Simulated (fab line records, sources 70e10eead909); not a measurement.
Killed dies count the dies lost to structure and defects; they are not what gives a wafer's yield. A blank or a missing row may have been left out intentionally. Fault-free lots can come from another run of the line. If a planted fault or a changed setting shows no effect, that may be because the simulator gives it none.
Struck lot and sound lot, side by side	flow nand-harc	40 out of 1302 route steps
Sound: these wafers, L236.1, L236.3, L236.6. Wafers struck: L246.2, L246.3, L246.4. At the end, the cause is stated.
For every step that has rows: the tool of each side, followed by ch and its chambers, followed by its first start. Under that, the readings that differ: sound wafers	struck wafers	difference of the means	sigmas: that difference in standard deviations of wafers without a fault.
alike: words and numbers the same on both sides, and readings whose means are apart by under 2 such deviations; not compared: readings that were withheld, readings missing a value for some wafer, numbers with overlapping values and no deviation given by the record, and bounds like >300 which may hide the same value.
Wherever a step has rows on one side only, a row that says differs or no value, or a row with sigmas, the two part there. Numbers that don't overlap but have no deviation are shown without sigmas and don't part them. A reading missing from all wafers of one side parts the sides only when that side holds two or more wafers.

NHARC_A_CONTACT_CD_MEAS_08 targets a cd of 200 nm.
  sound on cd-sem-03 ch 0, day 23 13:23; struck on cd-sem-01 ch 0, day 28 05:06
reading	sound	struck	difference	sigmas
cd-nm (nm)	200.3 200.9 200.2	198.9 198.8 199.4	-1.4	-3
NHARC_A_CONTACT_OVL_MEAS_09:
  sound: overlay-02 at day 23 13:28; struck: overlay-01 at day 28 05:11
reading	sound	struck	difference	sigmas
overlay-x-nm (nm)	-1.3 -1.3 -0.9	1.6 1.3 0.9	+2.4	+3
overlay-y-nm (nm)	1.7 1.4 1.1	-1.5 -0.9 -1.0	-2.5	-3
NHARC_A_CONTACT_INSPECT_10:
  sound: defect-inspect-01 at day 23 13:30; struck: defect-inspect-02 at day 28 05:13
  alike: raw-defect-count
then, 3 steps without rows for these wafers: NHARC_A_CONTACT_DESCUM_13 (chemistry O2, time 3 s); NHARC_A_CONTACT_ETCH_88 (etches the open film in CF4, target depth 39 nm, time 65 s); NHARC_A_CONTACT_ETCH_89 (etches the open film in N2/H2, target depth 260 nm, time 475.3 s).
NHARC_A_CONTACT_ETCH_30: etches the open film in CF4/CHF3, target depth 72.6 nm, time 36.3 s.
  sound on rie-diel-11 ch 0,1,3; struck on rie-diel-11 ch 0,1,3
  alike: drypump-motor-current-A, oes-product-au, rf-vpp-V, showerhead-plenum-p-Torr, throttle-valve-pct
  not compared: rf-hours-counter-h
then, 4 steps without rows for these wafers: NHARC_A_CONTACT_ETCH_31 (etches the open film in O2/COS, target depth 2800 nm, time 728 s); NHARC_A_CONTACT_ETCH_134 (etches the open film in C4F8/O2/Ar, time 140 s, target depth 700 nm); NHARC_A_CONTACT_ETCH_135 (etches the open film in C4F8/O2/Ar, time 311 s, target depth 1912 nm); NHARC_A_CONTACT_ETCH_136 (etches the open film in C4F8/O2/Ar, time 311 s, target depth 1912 nm).
NHARC_A_CONTACT_ETCH_137: etches the open film in C4F8/O2/Ar, time 311 s, target depth 1912 nm.
  sound on har-cap-etch-03 ch 0, day 23 15:28; struck on har-cap-etch-03 ch 0,1, day 28 08:12
  not compared: rf-hours-counter-h
NHARC_A_CONTACT_ETCH_138: etches the open film in C4F8/O2/Ar, time 311 s, target depth 1914 nm.
  sound on har-cap-etch-03 ch 0, day 23 15:44; struck on har-cap-etch-03 ch 0,1, day 28 08:28
  not compared: rf-hours-counter-h
then, 2 steps without rows for these wafers: NHARC_A_CONTACT_ETCH_139 (etches the open film in C4F8/O2/Ar, time 195 s, target depth 840 nm); NHARC_A_CONTACT_ETCH_92 (etches the open film in CH3F/O2, target depth 40 nm, time 85.7 s).
NHARC_A_CONTACT_ETCH_98: etches the open film in C4F6/O2, target depth 20 nm, time 10 s.
  sound on rie-diel-04 ch 0,3; struck on rie-diel-04 ch 0,1,2
  alike: drypump-motor-current-A, oes-product-au, rf-vpp-V, showerhead-plenum-p-Torr, throttle-valve-pct
  not compared: rf-hours-counter-h
NHARC_A_CONTACT_CD_MEAS_15:
  sound: cd-sem-03 at day 23 16:47; struck: cd-sem-02 at day 28 09:32
  alike: cd-nm
then, 6 steps without rows for these wafers: NHARC_A_CONTACT_STRIP_107 (strips in N2/H2); NHARC_A_CONTACT_STRIP_108 (strips in CF4/CHF3); NHARC_A_CONTACT_STRIP_109 (strips in O2/COS); NHARC_A_CONTACT_ETCH_110 (etches the open film in CF4/O2, target depth 60 nm, overetch 6 nm, time 33 s); NHARC_A_CONTACT_STRIP_26 (strips in O2); NHARC_A_CONTACT_STRIP_27 (strips in post etch residue remover, time 600 s).
NHARC_A_CONTACT_ALD_18: deposits TiN, target thk 3 nm, pulse time 1 s, ald cycles 150.
  sound on ald-metal-03 ch 0,3, day 23 17:53; struck on ald-metal-03 ch 0,1,3, day 28 10:39
  alike: heater-power-outer-w, heater-power-w, precursor-pulse-height-rel
then, 1 step without rows for these wafers: NHARC_A_CONTACT_CVD_19 (deposits W, target thk 300 nm, time 802 s).
NHARC_A_CONTACT_CMP_20: polishes, t overpolish 30 s, target thk 300 nm.
  sound on cmp-02 ch 0,1,3, day 23 19:01; struck on cmp-03 ch 1,2,3, day 28 11:46
  alike: motor-current-A, overpolish-run-s, retaining-ring-pressure-frac, time-to-endpoint-s
then, 11 steps without rows for these wafers: NHARC_A_CONTACT_SRD_22; NHARC_A_BLC_DEHYDRATE_00 (time 120 s); NHARC_A_BLC_HMDS_01 (time 30 s); NHARC_A_BLC_COAT_02 (time 75 s); NHARC_A_BLC_COAT_03 (time 65 s); NHARC_A_BLC_COAT_04 (resist thk 90 nm); NHARC_A_BLC_SOFTBAKE_05 (time 55 s); NHARC_A_BLC_EBR_06; NHARC_A_BLC_EXPOSE_07 (exposes mask A BLC, target cd 100 nm); NHARC_A_BLC_PEB_08 (peb time 65 s); NHARC_A_BLC_DEVELOP_09 (develop time 35 s).
NHARC_A_BLC_CD_MEAS_10 targets a cd of 100 nm.
  sound on cd-sem-02 ch 0, day 23 19:46; struck on cd-sem-03 ch 0, day 28 12:39
  alike: cd-nm
NHARC_A_BLC_OVL_MEAS_11:
  sound: overlay-01 at day 23 19:51; struck: overlay-01 at day 28 12:44
  alike: overlay-x-nm, overlay-y-nm
NHARC_END_SORT_01:
  here the record holds rows for the struck wafers (prober-01 ch 0, day 30 09:38) but none for the sound ones

== WHERE THEY PART ==
First at NHARC_A_CONTACT_CD_MEAS_08; last, within this record, at NHARC_END_SORT_01.

WHY: the cause the simulator had injected
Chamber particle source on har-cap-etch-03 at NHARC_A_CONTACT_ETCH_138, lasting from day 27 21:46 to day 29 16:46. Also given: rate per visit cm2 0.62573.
